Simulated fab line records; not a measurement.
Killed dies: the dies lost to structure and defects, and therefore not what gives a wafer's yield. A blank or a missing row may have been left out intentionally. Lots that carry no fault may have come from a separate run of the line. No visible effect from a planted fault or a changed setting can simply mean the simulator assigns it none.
Struck lot and sound lot, side by side / flow nand-harc / 15 steps out of a route of 1159
Sound: the wafers L503.3, L503.4, L503.5. Struck: wafer L509.2; the same lot's L509.3 was not struck, so it is left out; see the end for the cause.
For every step that has rows: the tool of each side, followed by ch and its chambers, followed by its first start. Under that, the readings that differ: sound wafers / struck wafers / difference of the means / sigmas: that difference in standard deviations of wafers without a fault.
alike: words and numbers the same on both sides, and readings whose means are apart by under 2 such deviations; not compared: readings that were withheld, readings missing a value for some wafer, numbers with overlapping values and no deviation given by the record, and bounds like >300 which may hide the same value.
The two part at a step that has a row with sigmas, a row that says differs or no value, or rows on one side only. Numbers that don't overlap but have no deviation are shown without sigmas and don't part them. Lack of a reading on every wafer of one side parts them only where that side has two or more wafers.

first, 7 steps without rows for these wafers: NHARC_A_SGD_CUT_COAT_57 (time 65 s); NHARC_A_SGD_CUT_COAT_03 (resist thk 90 nm); NHARC_A_SGD_CUT_SOFTBAKE_04 (time 55 s); NHARC_A_SGD_CUT_EBR_05; NHARC_A_SGD_CUT_EXPOSE_06 (exposes mask SGD); NHARC_A_SGD_CUT_PEB_07 (peb time 65 s); NHARC_A_SGD_CUT_DEVELOP_08 (develop time 35 s).
NHARC_A_SGD_CUT_CD_MEAS_09: the cd target is 100 nm.
  sound on cd-sem-03 ch 0, day 16 13:12; struck on cd-sem-03 ch 0, day 18 00:19
  alike: cd-nm
NHARC_A_SGD_CUT_OVL_MEAS_10:
  struck on overlay-01, day 18 00:24; sound on overlay-02, day 16 13:17
  alike: overlay-x-nm, overlay-y-nm
NHARC_A_SGD_CUT_INSPECT_11:
  struck on defect-inspect-02, day 18 00:26; sound on defect-inspect-02, day 16 13:19
  alike: raw-defect-count
NHARC_A_SGD_CUT_DESCUM_14: chemistry O2, time 3 s.
  sound on rie-diel-01 ch 1,2,3, day 16 13:23; struck on rie-diel-01 ch 2, day 18 00:30
  alike: drypump-motor-current-A, mfc-ar-sccm, oes-product-au, rf-vpp-V, showerhead-plenum-p-Torr, throttle-valve-pct
  not compared: rf-hours-counter-h
NHARC_A_SGD_CUT_ETCH_58: etches the open film in CF4, target depth 39 nm, time 65 s.
  sound on rie-diel-01 ch 0,2, day 16 13:28; struck on rie-diel-01 ch 1, day 18 00:35
reading=mfc-ar-sccm (sccm); sound=0 0 0; struck=0.022; difference=+0.022; sigmas=+2
  alike: drypump-motor-current-A, oes-product-au, rf-vpp-V, showerhead-plenum-p-Torr, throttle-valve-pct
  not compared: rf-hours-counter-h
NHARC_A_SGD_CUT_ETCH_59: etches the open film in N2/H2, target depth 260 nm, time 406.25 s.
  sound on rie-diel-01 ch 0,1,2, day 16 13:35; struck on rie-diel-01 ch 1, day 18 00:40
reading=oes-product-au (a.u.); sound=1.006 1.003 1.002; struck=0.871; difference=-0.133; sigmas=-18
  alike: drypump-motor-current-A, mfc-ar-sccm, rf-vpp-V, showerhead-plenum-p-Torr, throttle-valve-pct
  not compared: rf-hours-counter-h
NHARC_A_SGD_CUT_ETCH_15: etches the open film in CH3F/O2, target depth 75 nm, time 64.3 s.
  sound: rie-diel-01 ch 0,3; struck: rie-diel-01 ch 1
  alike: drypump-motor-current-A, mfc-ar-sccm, oes-product-au, rf-vpp-V, showerhead-plenum-p-Torr, throttle-valve-pct
  not compared: rf-hours-counter-h
-- jump in the record: it breaks off in module A_SGD_CUT and resumes in module END (first step shown: number 1159 of the route), and 6 days separate the struck wafers' starts before and after --
NHARC_END_SORT_01:
  here the record holds rows for the struck wafers (prober-01 ch 0, day 24 01:09) but none for the sound ones

## WHERE THEY PART
Earliest at NHARC_A_SGD_CUT_ETCH_58; latest, in this record, at NHARC_END_SORT_01.

WHY: what the simulator had put in
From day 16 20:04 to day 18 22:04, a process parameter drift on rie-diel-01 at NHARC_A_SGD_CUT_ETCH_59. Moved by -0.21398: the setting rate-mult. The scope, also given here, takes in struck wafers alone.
